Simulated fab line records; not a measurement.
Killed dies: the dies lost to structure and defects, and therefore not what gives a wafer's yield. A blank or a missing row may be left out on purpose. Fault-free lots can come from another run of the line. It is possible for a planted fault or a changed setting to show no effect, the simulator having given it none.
The same fault as seen by 2 desks -- flow n5 finfet -- each desk has only its own numbers; what lay behind them comes last

== FROM THE METROLOGY DESK ==
What the gauges read, lot by lot, whatever tool the lot ran on: means of the sampled wafers that have a number. If a lot's mean is further than 4 standard deviations from the usual mean, the lot is out of limits and carries the mark OUT (the distance appears in the brackets).
Columns: A = cd nm at N5_BEOL_M11_CD_MEAS_35, usual 70.1 nm; B = M12_ILD_THK at N5_BEOL_M12_THK_MEAS_01, usual 660 nm
lot,first seen here,A,B
L887,day 10 22:12,70.4,659
L890,day 11 11:10,69.9,659
L888,day 11 16:23,69.3,661
L891,day 11 21:18,69.7,666
L892,day 12 00:08,70.0,665
L893,day 12 11:56,70.5,662
L899,day 13 17:26,69.9,656
L898,day 13 23:20,70.5,664
L905,day 15 03:30,69.6,663
L900,day 15 03:33,70.0,658
L907,day 16 18:22,70.1,668
L908,day 16 18:25,70.4,661
Result from this desk: across the 12 lots, nothing is out of limits.

== THE DEFECT DESK ==
For each lot, the counts of the inspections along the route, averaged over the sampled wafers that have a number. If a lot's mean is further than 4 standard deviations from the usual mean, the lot is out of limits and carries the mark OUT (the distance appears in the brackets).
Columns: A = raw defect count at N5_BEOL_M11_INSPECT_58, usual 75
lot,first seen here,A
L887,day 11 00:58,90
L890,day 11 14:47,70
L888,day 11 19:35,64
L891,day 12 00:41,56
L892,day 12 03:27,72
L893,day 12 16:16,80
L899,day 13 20:10,75
L898,day 14 03:11,100
L905,day 15 06:06,108
L900,day 15 06:22,89
L907,day 16 20:59,51
L908,day 16 21:14,77
Result from this desk: across the 12 lots, nothing is out of limits.

== ALL TOGETHER ==
The metrology desk saw nothing out of limits.
Nothing the defect desk looked at was out of limits.

== WHAT WAS PUT IN BY THE SIMULATOR ==
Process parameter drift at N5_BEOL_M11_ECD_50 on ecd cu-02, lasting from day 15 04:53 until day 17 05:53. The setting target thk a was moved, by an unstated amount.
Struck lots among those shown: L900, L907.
